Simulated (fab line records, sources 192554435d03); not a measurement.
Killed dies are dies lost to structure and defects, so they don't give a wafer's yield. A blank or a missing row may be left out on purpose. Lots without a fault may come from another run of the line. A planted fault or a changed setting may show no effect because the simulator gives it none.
fab line records | flow n5_finfet
record lots=11 wafers=31 last_day=18
route steps=1938 shown BEOL_M7@1305 PAD_METAL@1896 PASSIVATION@1911
lots that met no fault: from a run of the same line without faults
start_h: hours from the record's first day to the start of the lot's first wafer shown | wait_h: hours since the lot's step before | " the same as in the row above | L1.1+2: a row that stands for several wafers | - no value, or no start given | * or withheld: withheld | < > ~ a bound
route shown NAME@n: a module of which the file shows steps, and the number in the route of the first | usual: mean/standard deviation of fault-free wafers | same: alike in all rows | chamber/n: place in a boat | sites: the reading at each site | _std_site: their standard deviation | _edge_site: outer sites' mean less inner sites' | radius_mm: how far each site lies from the wafer's centre | mask NAME#n: copy n | behind: the tool/chamber that last shaped the wafer | hold: why the lot was held/for how many hours/how that ended | device: the transistor (n, p or np) that didn't switch | end of line: the same wafers' tests at the end of the route | a step without rows: its recipe alone | killed: dies lost to structure and defects at the first sort, not the wafer's yield | map: a wafer's dies, x killed, . not, _ none there
set.NAME: the setting as run; set.NAME@STEP: as run at that earlier step | model.NAME: the simulator's own value behind a step, which no gauge read
steps of the route over a sample of lots; a table a step, a row a wafer
services: from which hour (start_h, from the record's first day; less than 0 if before it) a tool's chamber was out of use, for how many hours, and why
## steps
# step N5_BEOL_M7_VIA_ETCH_34
# recipe chemistry=C4F6/O2 target=SiCOH_lowk target_depth_a=1255 mask_material=SOC taper_deg=4 time_s=50.5 ion_energy_ev=250 pressure_mtorr=30 source_w=345 bias_w=185 Ar_flow_sccm=300 C4F6_flow_sccm=10 O2_flow_sccm=10
# usual C4F6_flow_sccm=10.00/0.033 bias_w=185.1/0.59 drypump_motor_current_A=5.7/0.41 mfc_ar_sccm=300.1/0.94 oes_product_au=0.80/0.092 rf_vpp_V=665/17 showerhead_plenum_p_Torr=2.86/0.11 throttle_valve_pct=20.93/0.27
# columns lot.wafer tool chamber start_h wait_h C4F6_flow_sccm bias_w drypump_motor_current_A mfc_ar_sccm oes_product_au rf_hours_counter_h rf_vpp_V showerhead_plenum_p_Torr throttle_valve_pct
L731.2 rie_diel-01 1 203.71 0.0 10.08 184.5 5.2 300.3 0.69 218 655 2.96 21.26
L731.4 " 2 " " 9.95 185.1 5.5 301.6 0.73 219 659 2.95 21.22
L731.6 " 3 " " 9.99 186.5 6.4 302.1 0.90 - 666 2.88 20.26
L735.1 rie_diel-01 3 273.18 0.0 10.00 185.3 6.4 298.8 0.86 34 666 2.87 20.27
L735.5 " 3 " " 10.01 185.1 6.4 300.0 0.86 - 668 2.87 20.31
L735.6 " 0 " " 10.00 184.4 5.9 300.9 0.90 - 649 2.79 20.87
L739.1 rie_diel-01 2 284.51 0.0 9.98 186.0 5.5 299.1 0.70 246 658 2.94 21.27
L739.3 " 0 " " 10.04 184.9 5.9 301.4 0.89 19 649 2.78 20.90
L739.4 " 1 " " 10.03 184.8 5.2 301.5 0.65 - 655 2.95 21.31
L737.1 rie_diel-01 1 285.11 0.0 10.03 185.5 5.2 300.3 0.66 250 654 2.95 21.30
L737.2 " 2 " " 9.97 185.6 5.5 299.7 0.70 246 659 2.94 21.26
L737.4 " 0 " " 10.01 186.2 5.9 299.4 0.88 - 650 2.78 20.88
L741.3 rie_diel-01 3 289.43 0.0 10.01 185.2 6.4 300.1 0.85 38 666 2.87 20.29
L741.5 " 0 " " 10.04 184.6 5.9 300.8 0.89 - 649 2.78 20.90
L741.6 " 3 " " 9.99 185.5 6.3 298.9 0.85 - 666 2.87 20.30
L743.1 rie_diel-06 2 293.31 0.0 9.98 185.5 6.2 299.4 0.67 249 660 2.88 20.56
L743.6 " 2 " " 10.00 185.4 6.2 298.8 0.66 - 660 2.88 20.55
L745.2 rie_diel-01 0 302.22 0.0 10.00 185.6 5.9 300.6 0.87 26 648 2.78 20.91
L745.4 " 3 " " 10.04 185.8 6.4 298.8 0.84 - 669 2.86 20.30
L745.5 " 0 " " 10.02 185.6 5.9 301.3 0.89 - 650 2.78 20.91
L746.2 rie_diel-06 0 314.00 0.0 10.02 185.7 5.5 299.7 0.88 49 698 2.78 20.83
L746.3 " 1 " " 9.98 184.9 5.2 299.4 0.78 112 685 2.96 21.13
L746.4 " 1 " " 9.98 185.2 5.2 299.1 0.79 - 684 2.96 21.14
L747.1 rie_diel-06 1 320.62 0.0 10.02 184.3 5.2 300.7 0.77 114 685 2.96 21.14
L747.2 " 0 " " 9.94 185.3 5.5 299.5 0.87 52 696 2.78 20.83
L749.2 rie_diel-02 3 337.58 0.0 10.10 185.3 6.3 298.9 0.74 160 670 2.61 20.95
L749.3 " 2 " " 10.05 186.1 5.7 301.8 0.87 60 659 3.01 20.97
L749.5 " 3 " " 10.02 184.9 6.3 299.2 0.74 - 669 2.61 20.95
L750.2 rie_diel-02 2 347.30 0.0 10.03 186.0 5.7 300.4 0.87 63 659 3.01 20.97
L750.3 " 3 " " 9.97 185.1 6.3 300.1 0.75 163 670 2.60 20.97
L750.5 " 3 " " 10.01 185.6 6.3 299.2 0.74 - 670 2.60 20.93
# step N5_PASSIVATION_AL_DEP_21
# recipe material=Al target_thk_a=28000 temp_c=400 time_s=170 power_w=30000 chamber_pressure_pa=0.4 gas=Ar
# usual substrate_temp_c=399.97/0.24 throttle_valve_pct=30.0/0.63
# columns lot.wafer tool chamber start_h wait_h substrate_temp_c throttle_valve_pct
L731.2 pvd_sputter-03 - 269.19 0.1 399.89 29.5
L731.4 " - " " 400.07 29.1
L731.6 " - " " 399.66 29.7
L735.1 pvd_sputter-02 - 339.16 0.1 400.17 30.2
L735.5 " - " " 399.50 29.9
L735.6 " - " " 399.59 30.2
L739.1 pvd_sputter-03 - 364.44 0.1 400.33 29.4
L739.3 " - " " 399.96 30.0
L739.4 " - " " 399.98 29.6
L737.1 pvd_sputter-03 - 365.52 0.1 400.13 30.0
L737.2 " - " " 399.95 29.5
L737.4 " - " " 400.15 29.4
L741.3 pvd_sputter-03 - 370.85 0.1 400.14 29.4
L741.5 " - " " 400.54 29.9
L741.6 " - " " 400.01 29.5
L743.1 pvd_sputter-03 - 385.65 0.1 400.05 29.6
L743.6 " - " " 400.22 30.0
L746.2 pvd_sputter-03 - 392.86 0.1 399.52 29.7
L746.3 " - " " 400.04 29.6
L746.4 " - " " 400.03 29.9
L745.2 pvd_sputter-03 - 393.20 0.1 399.77 29.8
L745.4 " - " " 400.14 29.7
L745.5 " - " " 399.75 29.6
L747.1 pvd_sputter-02 - 401.11 0.1 399.66 29.7
L747.2 " - " " 400.41 30.0
L749.2 pvd_sputter-02 - 413.39 0.1 399.72 30.3
L749.3 " - " " 400.29 29.8
L749.5 " - " " 400.25 29.8
L750.2 pvd_sputter-03 - 426.81 0.1 399.83 30.0
L750.3 " - " " 399.91 29.5
L750.5 " - " " 400.18 29.3
# step N5_PASSIVATION_STRIP_34
# recipe chemistry=O2 power_w=600 temp_c=60 pressure_mtorr=30 rf_frequency_hz=6e+07 bias_power_w=0 overash_fraction=2 o2_flow_sccm=225
# usual drypump_motor_current_A=5.8/0.32 oes_product_au=0.81/0.07 rf_vpp_V=3.4/1.6 showerhead_plenum_p_Torr=2.10/0.074 throttle_valve_pct=16.66/0.27
# columns lot.wafer tool chamber start_h wait_h drypump_motor_current_A oes_product_au rf_hours_counter_h rf_vpp_V showerhead_plenum_p_Torr throttle_valve_pct
L731.2 rie_diel-03 3 270.37 0.1 5.3 0.77 95 1.5 2.09 16.41
L731.4 " 2 " " 6.2 0.79 101 3.3 2.21 17.14
L731.6 " 2 " " 6.2 0.78 - 5.4 2.21 17.12
L735.1 rie_diel-04 3 340.48 0.1 6.1 0.81 87 2.9 2.02 16.60
L735.5 " 2 " " 5.8 0.82 - 3.1 2.03 16.41
L735.6 " 3 " " 6.1 0.83 - 5.3 2.02 16.64
L739.1 rie_diel-04 0 365.60 0.1 5.4 1.00 1 3.0 2.25 16.50
L739.3 " 3 " " 6.2 0.80 99 2.4 2.01 16.58
L739.4 " 3 " " 6.2 0.80 - 4.9 2.01 16.65
L737.1 rie_diel-05 2 366.82 0.1 6.1 0.84 88 2.9 2.12 16.48
L737.2 " 3 " " 5.9 0.74 237 1.9 2.10 17.13
L737.4 " 3 " " 5.8 0.72 - 1.8 2.10 17.12
L741.3 rie_diel-03 3 372.03 0.1 5.3 0.75 127 4.0 2.08 16.50
L741.5 " 2 " " 6.2 0.76 - 3.9 2.20 17.18
L741.6 " 3 " " 5.3 0.75 - 7.3 2.08 16.44
L743.1 rie_diel-05 3 387.20 0.1 5.9 0.72 247 1.0 2.10 17.16
L743.6 " 2 " " 6.2 0.81 - 4.4 2.12 16.49
L746.2 rie_diel-03 3 394.18 0.1 5.3 0.73 135 1.7 2.08 16.47
L746.3 " 1 " " 5.9 0.80 94 1.5 2.00 16.64
L746.4 " 2 " " 6.1 0.72 141 4.2 2.20 17.23
L745.2 rie_diel-03 1 394.48 0.1 6.0 0.85 95 3.7 2.00 16.71
L745.4 " 3 " " 5.3 0.73 135 3.1 2.08 16.49
L745.5 " 0 " " 5.7 0.83 - 3.5 2.15 16.69
L747.1 rie_diel-05 1 402.40 0.1 5.3 0.75 159 5.7 2.19 16.66
L747.2 " 2 " " 6.1 0.81 103 3.6 2.12 16.55
L749.2 rie_diel-05 0 414.68 0.1 5.6 0.87 53 5.6 2.06 16.36
L749.3 " 2 " " 6.2 0.82 108 3.7 2.11 16.56
L749.5 " 0 " " 5.6 0.85 - 3.3 2.06 16.32
L750.2 rie_diel-03 2 427.98 0.1 6.1 0.72 153 2.3 2.19 17.30
L750.3 " 0 " " 5.7 0.84 83 4.8 2.14 16.64
L750.5 " 3 " " 5.3 0.76 - 3.9 2.07 16.53
# step N5_PASSIVATION_CD_MEAS_44
# recipe target_cd_nm=40000 landing_energy_ev=500 detector=se_inlens
# usual cd_nm=40001/6.5
# columns lot.wafer tool chamber start_h wait_h cd_nm
L731.2 cd_sem-03 0 271.45 - 40011
L731.4 " 0 " " 40006
L731.6 " 0 " " 40012
L735.1 cd_sem-02 0 342.05 - 40005
L735.5 " 0 " " 40000
L735.6 " 0 " " 40007
L739.1 cd_sem-01 0 367.06 - 39996
L739.3 " 0 " " 39994
L739.4 " 0 " " 39999
L737.1 cd_sem-02 0 367.86 - 39998
L737.2 " 0 " " 39997
L737.4 " 0 " " 39992
L741.3 cd_sem-01 0 373.50 - 40002
L741.5 " 0 " " 40014
L741.6 " 0 " " 40000
L743.1 cd_sem-02 0 388.26 - 39995
L743.6 " 0 " " 39995
L746.2 cd_sem-01 0 395.24 - 39998
L746.3 " 0 " " 40010
L746.4 " 0 " " 40005
L745.2 cd_sem-03 0 395.99 - 39995
L745.4 " 0 " " 40005
L745.5 " 0 " " 39997
L747.1 cd_sem-03 0 403.59 - 40013
L747.2 " 0 " " 40008
L749.2 cd_sem-01 0 415.85 - 39992
L749.3 " 0 " " 39997
L749.5 " 0 " " 39991
L750.2 cd_sem-02 0 429.15 - 40002
L750.3 " 0 " " 40005
L750.5 " 0 " " 40009
# step N5_PASSIVATION_PROBE_49
# usual defect_limited_yield=91.2/1.4 killed_at_M0_to_M3=33/9.5 killed_at_M4_up=13/4.7 killed_at_contacts=11/5.3 killed_at_front_end=42/12 killed_at_other=5/3.3 killed_dies=104/17 killed_open=67/12 killed_short=33/7.7 sort_bin_5_function=5.1/0.94 sort_bin_6_memory=3.3/0.67 sort_bin_8_speed=0.1/1.3 sort_n_pass=1074/24 sort_yield_pct=91.1/2
# same gross_dies=1180 killed_at_back_side=0 sort_bin_4_leakage[%]=0
# columns lot.wafer tool chamber start_h wait_h defect_limited_yield[%] killed_at_M0_to_M3 killed_at_M4_up killed_at_contacts killed_at_front_end killed_at_other killed_dies killed_open killed_short sort_bin_5_function[%] sort_bin_6_memory[%] sort_bin_8_speed[%] sort_n_pass sort_yield_pct[%]
L731.2 prober-01 - 275.85 0.1 92.2 29 14 6 38 5 92 61 26 3.9 3.5 0 1088 92.2
L731.4 prober-01 - 275.95 0.2 93.6 23 5 6 40 2 76 44 31 3.3 2.9 0 1104 93.6
L731.6 prober-01 - 276.05 0.3 89.7 34 12 6 65 4 121 81 34 5.8 3.6 0.4 1054 89.3
L735.1 prober-02 - 345.58 0.0 89.0 37 19 14 55 5 130 91 33 6.2 4.4 0 1050 89.0
L735.5 prober-02 - 345.78 0.2 89.1 34 15 26 47 7 129 86 31 6.5 4.2 0.3 1048 88.8
L735.6 prober-02 - 345.83 0.3 89.3 28 23 15 57 3 126 85 38 6.3 4.0 0 1054 89.3
L739.1 prober-02 - 370.59 0.0 92.1 26 9 17 37 4 93 61 27 4.3 3.3 0 1087 92.1
L739.3 prober-02 - 370.69 0.1 90.0 28 18 23 47 2 118 72 44 6.3 3.4 0.2 1060 89.8
L739.4 prober-02 - 370.74 0.2 78.1 19 159 21 58 2 259 64 43 12.6 5.7 0 921 78.1
L737.1 prober-01 - 371.56 0.0 80.3 24 152 8 46 3 233 56 33 12.0 4.2 0 947 80.3
L737.2 prober-01 - 371.61 0.1 90.0 39 17 5 52 5 118 72 38 6.4 2.8 0 1062 90.0
L737.4 prober-01 - 371.71 0.2 88.9 33 28 15 49 6 131 86 43 6.3 4.4 0 1049 88.9
L741.3 prober-01 - 376.74 0.1 88.8 55 21 11 45 0 132 85 47 6.9 3.9 0 1048 88.8
L741.5 prober-01 - 376.84 0.2 90.8 38 21 16 31 2 108 70 37 6.4 2.5 0 1072 90.8
L741.6 prober-01 - 376.89 0.3 91.9 43 20 8 23 2 96 62 27 3.9 3.3 0 1084 91.9
L743.1 prober-02 - 391.80 0.0 90.9 30 7 10 58 2 107 60 39 4.6 3.1 0 1073 90.9
L743.6 prober-02 - 392.05 0.3 89.6 30 14 6 72 1 123 83 33 6.8 3.1 0.1 1056 89.5
L746.2 prober-01 - 398.92 0.1 91.7 22 6 16 46 8 98 60 37 4.8 3.0 0 1082 91.7
L746.3 prober-01 - 398.97 0.1 92.5 32 8 6 33 10 89 57 32 4.8 2.5 0 1091 92.5
L746.4 prober-01 - 399.02 0.2 93.9 25 12 5 24 6 72 52 19 3.6 2.3 0 1108 93.9
L745.2 prober-02 - 399.17 0.1 93.1 17 11 9 40 5 82 57 25 4.4 2.5 0 1098 93.1
L745.4 prober-02 - 399.27 0.2 92.3 18 14 16 41 2 91 60 26 4.4 3.1 0 1089 92.3
L745.5 prober-02 - 399.32 0.2 91.9 29 17 11 33 5 95 56 35 5.0 2.7 0 1085 91.9
L747.1 prober-02 - 406.89 0.0 92.8 28 14 10 25 8 85 57 28 4.1 2.8 0 1095 92.8
L747.2 prober-02 - 406.94 0.1 92.1 21 14 15 38 5 93 64 27 4.4 3.3 0.1 1086 92.0
L749.2 prober-01 - 419.05 0.1 89.5 33 24 9 53 5 124 87 30 5.1 4.9 0 1056 89.5
L749.3 prober-01 - 419.10 0.1 90.8 45 9 13 40 2 109 73 36 5.8 3.3 0.1 1070 90.7
L749.5 prober-01 - 419.20 0.2 89.5 23 20 12 68 1 124 86 35 7.1 3.4 0 1056 89.5
L750.2 prober-02 - 432.34 0.1 90.2 35 13 9 50 9 116 79 33 6.5 3.2 0 1064 90.2
L750.3 prober-02 - 432.39 0.1 89.8 28 10 27 52 3 120 86 33 5.3 4.5 0 1060 89.8
L750.5 prober-02 - 432.49 0.2 91.8 32 8 9 37 11 97 61 36 5.8 2.3 0 1083 91.8
# killed by level:class
L731.2 STI_FIN_REVEAL:geometric_particle:open=13 BEOL_M3:geometric_particle:open=7 MOL_CONTACT_COAG:geometric_particle:open=6 BEOL_M0_SAQP:geometric_particle:short=6 DUMMY_GATE:geometric_particle:open=5 FIN_SAQP:geometric_particle:open=4 BEOL_M7:geometric_particle:open=4 STI_FIN_REVEAL:geometric_particle:short=4
L731.4 STI_FIN_REVEAL:geometric_particle:open=8 FIN_SAQP:geometric_particle:open=5 BEOL_M3:geometric_particle:short=5 STARTING-WAFER:geometric_particle:open=5 BEOL_M0:geometric_particle:open=4 MOL_CONTACT_COAG:geometric_particle:open=4 BEOL_M2:geometric_particle:short=4 BEOL_M3:geometric_particle:open=4
L731.6 STI_FIN_REVEAL:geometric_particle:open=20 BEOL_M3:geometric_particle:open=12 FIN_SAQP:geometric_particle:short=8 DUMMY_GATE:geometric_particle:open=6 MOL_CONTACT_COAG:geometric_particle:open=6 BEOL_M2:geometric_particle:open=6 FIN_SAQP:geometric_particle:open=5 BEOL_M4:geometric_particle:open=5
L735.1 FIN_SAQP:geometric_particle:open=16 BEOL_M0_SAQP:geometric_particle:open=12 MOL_CONTACT_COAG:geometric_particle:open=11 DUMMY_GATE:geometric_particle:open=9 GATE_CUT:geometric_particle:open=7 FIN_SAQP:geometric_particle:short=5 GATE_CUT:geometric_particle:short=5 BEOL_M0_SAQP:geometric_particle:short=5
L735.5 MOL_CONTACT_COAG:geometric_particle:open=23 BEOL_M0_SAQP:geometric_particle:open=15 FIN_SAQP:geometric_particle:open=10 BEOL_M0_SAQP:geometric_particle:short=10 STI_FIN_REVEAL:geometric_particle:open=7 GATE_CUT:geometric_particle:short=7 DUMMY_GATE:geometric_particle:open=6 DUMMY_GATE:geometric_particle:short=4
L735.6 FIN_SAQP:geometric_particle:short=18 FIN_SAQP:geometric_particle:open=14 MOL_CONTACT_COAG:geometric_particle:open=12 BEOL_M5:geometric_particle:open=10 DUMMY_GATE:geometric_particle:open=8 BEOL_M0_SAQP:geometric_particle:open=8 BEOL_M3:geometric_particle:open=7 BEOL_M0_SAQP:geometric_particle:short=6
L739.1 MOL_CONTACT_COAG:geometric_particle:open=14 FIN_SAQP:geometric_particle:open=11 FIN_SAQP:geometric_particle:short=10 BEOL_M0_SAQP:geometric_particle:open=7 BEOL_M2:geometric_particle:open=6 GATE_CUT:geometric_particle:short=5 BEOL_M3:geometric_particle:open=5 BEOL_M5:geometric_particle:open=5
L739.3 FIN_SAQP:geometric_particle:short=13 MOL_CONTACT_COAG:geometric_particle:open=12 MOL_CONTACT_COAG:geometric_particle:short=11 FIN_SAQP:geometric_particle:open=10 STI_FIN_REVEAL:geometric_particle:open=9 BEOL_M0_SAQP:geometric_particle:open=7 BEOL_M4:geometric_particle:open=7 BEOL_M0_SAQP:geometric_particle:short=6
L739.4 BEOL_M7:unspecified=150 MOL_CONTACT_COAG:geometric_particle:open=17 FIN_SAQP:geometric_particle:short=16 FIN_SAQP:geometric_particle:open=13 GATE_CUT:geometric_particle:short=8 DUMMY_GATE:geometric_particle:short=6 BEOL_M3:geometric_particle:open=6 GATE_CUT:geometric_particle:open=5
L737.1 BEOL_M7:unspecified=141 FIN_SAQP:geometric_particle:open=14 FIN_SAQP:geometric_particle:short=10 BEOL_M0_SAQP:geometric_particle:short=8 MOL_CONTACT_COAG:geometric_particle:open=7 BEOL_M3:geometric_particle:open=6 DUMMY_GATE:geometric_particle:open=5 BEOL_M4:geometric_particle:open=4
L737.2 FIN_SAQP:geometric_particle:open=13 BEOL_M0_SAQP:geometric_particle:open=12 FIN_SAQP:geometric_particle:short=11 BEOL_M0_SAQP:geometric_particle:short=10 BEOL_M3:geometric_particle:open=8 BEOL_M4:geometric_particle:open=6 HKMG_FIN:area_etch=6 STI_FIN_REVEAL:geometric_particle:open=5
L737.4 FIN_SAQP:geometric_particle:open=15 MOL_CONTACT_COAG:geometric_particle:open=13 BEOL_M4:geometric_particle:open=12 FIN_SAQP:geometric_particle:short=10 BEOL_M5:geometric_particle:open=8 BEOL_M0_SAQP:geometric_particle:short=8 STI_FIN_REVEAL:geometric_particle:open=7 BEOL_M0_SAQP:geometric_particle:open=7
L741.3 BEOL_M0_SAQP:geometric_particle:short=15 BEOL_M0:geometric_particle:open=11 MOL_CONTACT_COAG:geometric_particle:open=11 BEOL_M4:geometric_particle:open=11 BEOL_M1:geometric_particle:open=10 ILD0:geometric_particle:short=9 STI_FIN_REVEAL:geometric_particle:open=8 BEOL_M2:geometric_particle:open=7
L741.5 MOL_CONTACT_COAG:geometric_particle:open=13 ILD0:geometric_particle:short=9 BEOL_M0_SAQP:geometric_particle:open=9 BEOL_M0_SAQP:geometric_particle:short=8 BEOL_M2:geometric_particle:open=7 BEOL_M4:geometric_particle:open=7 FIN_SAQP:geometric_particle:short=6 BEOL_M5:geometric_particle:open=6
L741.6 BEOL_M0_SAQP:geometric_particle:short=11 BEOL_M4:geometric_particle:open=10 BEOL_M0_SAQP:geometric_particle:open=9 MOL_CONTACT_COAG:geometric_particle:open=7 BEOL_M1:geometric_particle:open=7 BEOL_M2:geometric_particle:open=6 HKMG_FIN:area_etch=5 STI_FIN_REVEAL:geometric_particle:open=4
L743.1 STI_FIN_REVEAL:geometric_particle:open=14 STI_FIN_REVEAL:geometric_particle:short=10 MOL_CONTACT_COAG:geometric_particle:open=9 BEOL_M0_SAQP:geometric_particle:short=8 GATE_CUT:geometric_particle:short=8 BEOL_M2:geometric_particle:open=7 FIN_SAQP:geometric_particle:open=6 HKMG_FIN:area_etch=6
L743.6 FIN_SAQP:geometric_particle:open=17 STI_FIN_REVEAL:geometric_particle:open=16 BEOL_M2:geometric_particle:open=10 FIN_SAQP:geometric_particle:short=9 BEOL_M0_SAQP:geometric_particle:open=7 MOL_CONTACT_COAG:geometric_particle:open=6 GATE_CUT:geometric_particle:open=5 BEOL_M0_SAQP:geometric_particle:short=5
L746.2 MOL_CONTACT_COAG:geometric_particle:open=10 FIN_SAQP:geometric_particle:short=8 FIN_SAQP:geometric_particle:open=7 GATE_CUT:geometric_particle:open=7 BEOL_M3:geometric_particle:open=7 MOL_CONTACT_COAG:geometric_particle:short=6 STI_FIN_REVEAL:geometric_particle:open=5 GATE_CUT:geometric_particle:short=5
L746.3 GATE_CUT:geometric_particle:short=9 BEOL_M0_SAQP:geometric_particle:open=8 STI_FIN_REVEAL:geometric_particle:open=7 FIN_SAQP:geometric_particle:short=6 MOL_CONTACT_COAG:geometric_particle:open=5 BEOL_M0_SAQP:geometric_particle:short=5 BEOL_M1:geometric_particle:open=5 BEOL_M2:geometric_particle:open=5
L746.4 STI_FIN_REVEAL:geometric_particle:open=7 BEOL_M3:geometric_particle:open=7 BEOL_M0_SAQP:geometric_particle:short=6 BEOL_M0_SAQP:geometric_particle:open=5 MOL_CONTACT_COAG:geometric_particle:open=5 FIN_SAQP:geometric_particle:short=4 BEOL_M4:geometric_particle:open=4 GATE_CUT:geometric_particle:open=3
L745.2 FIN_SAQP:geometric_particle:open=13 DUMMY_GATE:geometric_particle:open=9 MOL_CONTACT_COAG:geometric_particle:open=8 FIN_SAQP:geometric_particle:short=6 BEOL_M4:geometric_particle:open=6 BEOL_M3:geometric_particle:open=5 GATE_CUT:geometric_particle:short=4 BEOL_M0_SAQP:geometric_particle:open=4
L745.4 FIN_SAQP:geometric_particle:open=11 MOL_CONTACT_COAG:geometric_particle:open=9 BEOL_M4:geometric_particle:open=8 BEOL_M0_SAQP:geometric_particle:open=6 FIN_SAQP:geometric_particle:short=5 STARTING-WAFER:geometric_particle:short=5 STI_FIN_REVEAL:geometric_particle:open=4 BEOL_M0_SAQP:geometric_particle:short=4
L745.5 BEOL_M0_SAQP:geometric_particle:open=11 FIN_SAQP:geometric_particle:short=7 STI_FIN_REVEAL:geometric_particle:open=7 DUMMY_GATE:geometric_particle:open=7 BEOL_M0_SAQP:geometric_particle:short=6 BEOL_M4:geometric_particle:open=6 BEOL_M4:geometric_particle:short=5 MOL_CONTACT_COAG:geometric_particle:short=4
L747.1 BEOL_M3:geometric_particle:open=12 MOL_CONTACT_COAG:geometric_particle:open=9 FIN_SAQP:geometric_particle:short=6 DUMMY_GATE:geometric_particle:open=6 BEOL_M2:geometric_particle:open=6 BEOL_M4:geometric_particle:open=5 MIM_TOP_ETCH:geometric_particle:short=5 STI_FIN_REVEAL:geometric_particle:open=4
L747.2 DUMMY_GATE:geometric_particle:open=11 MOL_CONTACT_COAG:geometric_particle:open=11 BEOL_M3:geometric_particle:open=9 BEOL_M4:geometric_particle:open=9 STI_FIN_REVEAL:geometric_particle:open=7 FIN_SAQP:geometric_particle:open=4 DUMMY_GATE:geometric_particle:short=4 MOL_CONTACT_COAG:geometric_particle:short=4
L749.2 STI_FIN_REVEAL:geometric_particle:open=16 BEOL_M4:geometric_particle:open=13 FIN_SAQP:geometric_particle:open=11 BEOL_M3:geometric_particle:open=9 BEOL_M0_SAQP:geometric_particle:open=8 MOL_CONTACT_COAG:geometric_particle:open=6 FIN_SAQP:geometric_particle:short=5 DUMMY_GATE:geometric_particle:open=4
L749.3 MOL_CONTACT_COAG:geometric_particle:open=12 STI_FIN_REVEAL:geometric_particle:open=11 BEOL_M2:geometric_particle:open=10 BEOL_M0_SAQP:geometric_particle:short=10 BEOL_M0_SAQP:geometric_particle:open=9 FIN_SAQP:geometric_particle:short=6 FIN_SAQP:geometric_particle:open=5 BEOL_M1:geometric_particle:open=4
L749.5 STI_FIN_REVEAL:geometric_particle:open=19 FIN_SAQP:geometric_particle:open=16 BEOL_M4:geometric_particle:open=10 MOL_CONTACT_COAG:geometric_particle:open=9 GATE_CUT:geometric_particle:short=8 BEOL_M0_SAQP:geometric_particle:short=8 FIN_SAQP:geometric_particle:short=7 BEOL_M0_SAQP:geometric_particle:open=7
L750.2 STI_FIN_REVEAL:geometric_particle:open=17 FIN_SAQP:geometric_particle:open=11 MOL_CONTACT_COAG:geometric_particle:open=8 BEOL_M3:geometric_particle:open=8 BEOL_M3:geometric_particle:short=7 BEOL_M2:geometric_particle:open=6 GATE_CUT:geometric_particle:short=5 BEOL_M0_SAQP:geometric_particle:short=5
L750.3 MOL_CONTACT_COAG:geometric_particle:open=21 STI_FIN_REVEAL:geometric_particle:open=16 FIN_SAQP:geometric_particle:open=10 FIN_SAQP:geometric_particle:short=9 BEOL_M4:geometric_particle:open=7 BEOL_M3:geometric_particle:open=6 MOL_CONTACT_COAG:geometric_particle:short=6 GATE_CUT:geometric_particle:short=5
L750.5 BEOL_M3:geometric_particle:open=15 FIN_SAQP:geometric_particle:short=10 FIN_SAQP:geometric_particle:open=9 MOL_CONTACT_COAG:geometric_particle:open=8 GATE_CUT:geometric_particle:short=5 BEOL_M0_SAQP:geometric_particle:short=4 DUMMY_GATE:geometric_particle:open=3 BEOL_M0_SAQP:geometric_particle:open=3
## services
# columns tool chamber start_h hours kind
rie_diel-03 3 191.96 1.7 repair
rie_diel-02 1 196.13 24.9 repair
rie_diel-03 0 210.20 8.6 repair
rie_diel-01 2 218.89 6.3 repair
rie_diel-03 1 224.57 8.3 repair
rie_diel-06 2 227.39 4.3 repair
rie_diel-06 1 244.69 4.1 repair
rie_diel-04 1 254.81 4.4 repair
rie_diel-01 3 282.73 4.1 repair
rie_diel-01 0 304.06 1.6 repair
rie_diel-06 - 331.06 0.5 repair
rie_diel-05 0 343.08 3.3 repair
rie_diel-03 3 343.44 1.5 repair
pvd_sputter-02 - 356.72 4.6 repair
rie_diel-06 1 357.97 1.8 repair
rie_diel-05 1 359.66 33.4 repair
rie_diel-06 3 387.86 1.3 repair
rie_diel-06 2 395.30 9.7 repair
rie_diel-05 0 399.67 2.8 repair
rie_diel-05 - 402.24 0.1 repair
rie_diel-05 1 409.93 3.3 repair
rie_diel-04 0 412.80 2.4 repair
rie_diel-05 - 426.10 1.2 repair
rie_diel-05 0 427.72 3.9 repair
## key
first_sign step=N5_PASSIVATION_PROBE_49 reading=killed_at_M4_up direction=up sigmas=31 usual=13 struck=156
effect step=N5_PASSIVATION_PROBE_49 reading=defect_limited_yield direction=down sigmas=8.6 usual=91.2 struck=79.2
more_kills_born_at N5_BEOL_M7_VIA_ETCH_34@rie_diel-01=291
met_at N5_BEOL_M7_VIA_ETCH_34
struck_lots L737,L739
struck_wafers L737.1,L739.4
not_acting_at N5_PASSIVATION_AL_DEP_21,N5_PASSIVATION_STRIP_34,N5_PASSIVATION_CD_MEAS_44
onset_between 203.71 284.51
fault kind=chamber_particle_source tool=rie_diel-01 chamber=1 onset_h=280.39 steps=N5_BEOL_M7_VIA_ETCH_34 rate_per_visit_cm2=1.4818 end_h=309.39
